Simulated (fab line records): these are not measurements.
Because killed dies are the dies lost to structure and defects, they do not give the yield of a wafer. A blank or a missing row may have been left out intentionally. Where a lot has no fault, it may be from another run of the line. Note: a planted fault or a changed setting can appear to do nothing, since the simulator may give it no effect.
Matching of chambers | flow nand_harc | NHARC_A_CHANNEL_FILL_D1_STRIP_28 on rie_diel-13 has 4 sister chambers
The step strips in O2, time 20 s. 4 wafers are shown with their chamber, then 11 later ones without.

## WAFERS, EACH WITH ITS CHAMBER
wafer  | chamber | showerhead_plenum_p_Torr (Torr)
L088.3 | 3       | 3.78
L088.2 | 1       | 3.47
L092.2 | 2       | 3.70
L094.1 | 0       | 3.75

## WAFERS WHOSE CHAMBER IS MISSING
wafer  | showerhead_plenum_p_Torr (Torr)
L094.2 | 3.47
L094.3 | 3.70
L094.4 | 3.78
L094.5 | 3.78
L094.6 | 3.75
L095.2 | 3.46
L095.5 | 3.46
L095.6 | 3.70
L097.3 | 3.70
L097.4 | 3.46
L097.6 | 3.70

## EACH ONE'S CHAMBER
wafer  | from the rows above | in truth
L094.2 | 1                   | 1
L094.3 | 2                   | 2
L094.4 | 3                   | 3
L094.5 | 3                   | 3
L094.6 | 0                   | 0
L095.2 | 1                   | 1
L095.5 | 1                   | 1
L095.6 | 2                   | 2
L097.3 | 2                   | 2
L097.4 | 1                   | 1
L097.6 | 2                   | 2
Correct placement for 11 of the 11. Number that these rows cannot place: 0. Placed wrongly: 0.
How it was worked out, from the rows above alone: a wafer's distance from a chamber is the root of the sum, over the readings, of the square of ((its reading less the chamber's mean) divided by the reading's scatter). If the next closest chamber is less than 2 further off than the closest, the wafer can't be placed; otherwise it belongs to the closest. A chamber's mean is the mean of its shown wafers. The scatter (one wafer shown for each chamber): square how far every hidden wafer sits from the nearest shown wafer, average those squares and take the square root.
